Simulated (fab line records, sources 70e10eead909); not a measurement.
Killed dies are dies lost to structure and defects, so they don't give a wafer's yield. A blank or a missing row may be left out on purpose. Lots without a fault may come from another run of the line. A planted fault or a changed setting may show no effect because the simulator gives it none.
Tool commonality check | flow nand_harc | 12 lots, 36 wafers sampled

WHY IT WAS OPENED
At NHARC_P_M0_INSPECT_11 the reading raw_defect_count is flagged on 3 of 12 lots. Wafers without a fault read 4.2, standard deviation 2.6.
Rule: a lot is flagged when every wafer of it that has a number lies more than 4 standard deviations from that mean, or none has a number. The other lots count as sound.

lot  | measured     | on                | raw_defect_count, wafer by wafer | flag
L421 | day 6 09:40  | defect_inspect-01 | 2 3 1                            |
L423 | day 6 21:45  | defect_inspect-01 | 325 368 343                      | FLAGGED
L425 | day 7 14:18  | defect_inspect-01 | 13 12 10                         |
L424 | day 7 14:38  | defect_inspect-02 | 309 315 330                      | FLAGGED
L426 | day 8 05:23  | defect_inspect-02 | 328 343 371                      | FLAGGED
L433 | day 10 22:38 | defect_inspect-01 | 5 7 4                            |
L434 | day 11 08:06 | defect_inspect-01 | 4 7 3                            |
L436 | day 12 01:53 | defect_inspect-02 | 9 4 9                            |
L437 | day 12 22:08 | defect_inspect-02 | 4 1 3                            |
L440 | day 13 22:48 | defect_inspect-02 | 3 3 1                            |
L441 | day 14 16:37 | defect_inspect-01 | 7 9 11                           |
L444 | day 15 22:54 | defect_inspect-02 | 5 5 3                            |
The numbers of the flagged lots are 336.9 on average: +332.7 against the usual, or +99 or more standard deviations.

WHICH TOOL RAN EACH LOT
The record holds 1 process step before the reading, out of a route of 1302 steps. In each cell: the tool, then ch and the chambers that the sampled wafers went through, then the start.
lot  | flag    | NHARC_P_M0_DEP_00
L421 |         | pecvd-04 ch 0,1, day 6 08:42
L423 | FLAGGED | pecvd-04 ch 0,1,2, day 6 20:53
L425 |         | pecvd-01 ch 0,1,2, day 7 13:29
L424 | FLAGGED | pecvd-04 ch 1,2, day 7 13:37
L426 | FLAGGED | pecvd-04 ch 1,2, day 8 04:33
L433 |         | pecvd-01 ch 0,1, day 10 21:48
L434 |         | pecvd-04 ch 0,2, day 11 07:08
L436 |         | pecvd-04 ch 0,1, day 12 01:07
L437 |         | pecvd-04 ch 0,1,2, day 12 21:18
L440 |         | pecvd-03 ch 0,1,2, day 13 21:58
L441 |         | pecvd-04 ch 0,2, day 14 15:47
L444 |         | pecvd-04 ch 1,2, day 15 22:02
What these steps do:
- NHARC_P_M0_DEP_00: deposits SiOC, target thk 150 nm.
- NHARC_P_M0_INSPECT_11

FLAGGED OVER TOTAL, TOOL BY TOOL (the gauges that took the reading come last)
step                  | tool              | lots run | flagged | share of the flagged lots | sound lots run after its first flagged lot
NHARC_P_M0_DEP_00     | pecvd-01          | 2        | 0       | none                      | -
NHARC_P_M0_DEP_00     | pecvd-03          | 1        | 0       | none                      | -
NHARC_P_M0_DEP_00     | pecvd-04          | 9        | 3       | all                       | 5 (L434,L436,L437,L441,L444)
NHARC_P_M0_INSPECT_11 | defect_inspect-01 | 6        | 1       | some                      | 4 (L425,L433,L434,L441)
NHARC_P_M0_INSPECT_11 | defect_inspect-02 | 6        | 2       | some                      | 4 (L436,L437,L440,L444)

WHAT THE TABLE ALLOWS
1 row of the table ran every flagged lot: pecvd-04 at NHARC_P_M0_DEP_00.
- pecvd-04 at NHARC_P_M0_DEP_00: 3 of its 9 lots flagged. Sound lots ran on it after the first flagged one (L434, L436, L437, L441, L444), which a lasting fault on the whole tool wouldn't allow.
No row of the table ran every flagged lot and no sound lot after the first.

WHAT THE SIMULATOR HAD PUT IN
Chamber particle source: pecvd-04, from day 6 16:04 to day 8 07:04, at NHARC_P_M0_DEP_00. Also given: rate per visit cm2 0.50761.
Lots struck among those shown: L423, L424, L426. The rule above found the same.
